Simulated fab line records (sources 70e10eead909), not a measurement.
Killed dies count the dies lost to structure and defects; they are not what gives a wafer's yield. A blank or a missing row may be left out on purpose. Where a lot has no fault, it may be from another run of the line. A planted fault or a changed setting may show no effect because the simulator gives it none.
A struck lot beside a sound one || flow nand_harc || 25 out of 1302 route steps
Sound: wafers L811.2, L811.3, L811.6. Struck: wafers L830.1, L830.3, L830.5. The cause is named last.
For every step that has rows: the tool of each side, followed by ch and its chambers, followed by its first start. Under that, the readings that differ: sound wafers || struck wafers || difference of the means || sigmas: that difference in standard deviations of wafers without a fault.
alike: same words and numbers on both sides, and readings whose means sit less than 2 such deviations apart. not compared: any withheld reading, any reading some wafer has no value for, any bound like >300 that may hide the same value, and any number with overlapping values for which the record gives no deviation.
Wherever a step has rows on one side only, a row that says differs or no value, or a row with sigmas, the two part there. Numbers that have no deviation but don't overlap get no sigmas and don't part them. A reading that every wafer of one side lacks parts them only if that side has two wafers or more.

first, 4 steps without rows for these wafers: NHARC_P_GATE_PRECLEAN_71 (cleans in SC1); NHARC_P_GATE_SRD_72; NHARC_P_GATE_OXIDE_16 (material SiO2, target thk 3 nm, ox time 392 s); NHARC_P_GATE_CVD_17 (deposits poly-Si, target thk 150 nm, time 900 s).
NHARC_P_GATE_HM_DEP_102: deposits aC, target thk 120 nm.
  sound on acl_dep-03 ch 0, day 5 10:56; struck on acl_dep-01 ch 0, day 13 11:38
  alike: throttle_valve_pct
then, 7 steps without rows for these wafers: NHARC_P_GATE_DEP_103 (deposits SiON, target thk 30 nm); NHARC_P_GATE_DEHYDRATE_18 (time 120 s); NHARC_P_GATE_HMDS_19 (time 30 s); NHARC_P_GATE_COAT_20 (resist thk 90 nm); NHARC_P_GATE_SOFTBAKE_21 (time 55 s); NHARC_P_GATE_EBR_22; NHARC_P_GATE_EXPOSE_23 (exposes mask P GATE, target cd 120 nm).
NHARC_P_GATE_PEB_24: peb time 65 s.
  sound on litho_track-01 ch 0, day 5 11:58; struck on litho_track-06 ch 0, day 13 13:00
{"reading": "heater_power_total_W (W)", "sound": "157.2 157.2 156.0", "struck": "147.6 148.1 147.9", "difference": -8.9, "sigmas": -21}
{"reading": "plate_temp_C (C)", "sound": "99.81 99.80 100.09", "struck": "95.72 95.79 95.82", "difference": -4.12, "sigmas": -29}
then, 1 step without rows for these wafers: NHARC_P_GATE_DEVELOP_25 (develop time 35 s).
NHARC_P_GATE_CD_MEAS_26 targets a cd of 120 nm.
  sound on cd_sem-03 ch 0, day 5 12:02; struck on cd_sem-01 ch 0, day 13 13:05
{"reading": "cd_nm (nm)", "sound": "119.6 120.6 120.3", "struck": "136.5 136.4 136.6", "difference": "+16.3", "sigmas": "+29"}
NHARC_P_GATE_OVL_MEAS_27:
  sound on overlay-01 at day 5 12:08; struck on overlay-01 at day 13 13:10
  alike: overlay_x_nm, overlay_y_nm
NHARC_P_GATE_INSPECT_28:
  sound on defect_inspect-02 at day 5 12:10; struck on defect_inspect-02 at day 13 13:12
  alike: raw_defect_count
NHARC_P_GATE_DESCUM_31: chemistry O2, time 3 s.
  sound on rie_diel-06 ch 1,3, day 5 12:13; struck on rie_diel-10 ch 0,3, day 13 13:16
{"reading": "model.P_GATE.cd_nm (nm)", "sound": "120 120.3 120.8", "struck": "137.6 137.2 137.6", "difference": "+17.1", "sigmas": ""}
  alike: drypump_motor_current_A, oes_product_au, rf_vpp_V, showerhead_plenum_p_Torr, throttle_valve_pct
  not compared: rf_hours_counter_h
NHARC_P_GATE_ETCH_104: etches the open film in CF4/CHF3, target depth 60 nm.
  sound on rie_diel-06 ch 0,1,3, day 5 12:19; struck on rie_diel-10 ch 0,2,3, day 13 13:21
  alike: drypump_motor_current_A, oes_product_au, rf_vpp_V, showerhead_plenum_p_Torr, throttle_valve_pct
NHARC_P_GATE_HM_OPEN_105: chemistry O2/COS, target depth 360 nm.
  sound: rie_diel-06 ch 1,2; struck: rie_diel-10 ch 0,1
  alike: drypump_motor_current_A, oes_product_au, rf_vpp_V, showerhead_plenum_p_Torr, throttle_valve_pct
  not compared: rf_hours_counter_h
then, 1 step without rows for these wafers: NHARC_P_GATE_STRIP_106 (strips in O2/COS).
NHARC_P_GATE_ETCH_114: etches the open film in CF4/O2, target depth 30 nm, overetch 3 nm, time 16.5 s.
  sound: rie_diel-06 ch 0,3; struck: rie_diel-10 ch 1,2
  alike: drypump_motor_current_A, oes_o_777_au, oes_product_au, rf_vpp_V, showerhead_plenum_p_Torr, throttle_valve_pct
  not compared: rf_hours_counter_h
NHARC_P_GATE_ETCH_32: etches the open film in HBr/Cl2, target depth 150 nm, time 100.1 s.
  sound on rie_si-03 ch 0,1,3, day 5 12:43; struck on rie_si-02 ch 0,2, day 13 13:43
{"reading": "model.P_GATE.cd_nm (nm)", "sound": "125.1 118.8 123.6", "struck": "136.7 135.6 134.1", "difference": "+13.0", "sigmas": ""}
  alike: drypump_motor_current_A, oes_product_au, throttle_valve_pct
  not compared: rf_hours_counter_h
NHARC_P_GATE_STRIP_108: strips in O2.
  sound on rie_diel-06 ch 0,2,3, day 5 12:50; struck on rie_diel-10 ch 0,1, day 13 13:55
  alike: drypump_motor_current_A, oes_product_au, rf_vpp_V, showerhead_plenum_p_Torr, throttle_valve_pct
  not compared: rf_hours_counter_h
-- the record jumps here: 19 days lie between the struck wafers' starts before and after (it left off in module P_GATE and takes up again in module END, whose first step shown is number 1302 of the route) --
NHARC_END_SORT_01:
  at this point the record logs the struck wafers (prober-02 ch 0, day 32 20:55) and has no rows for the sound ones

WHERE THEY PART
Last at NHARC_END_SORT_01 as far as this record goes, first at NHARC_P_GATE_PEB_24.

WHY: what had been put in by the simulator
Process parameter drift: litho_track-06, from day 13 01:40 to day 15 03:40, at NHARC_P_GATE_PEB_24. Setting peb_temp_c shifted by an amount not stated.
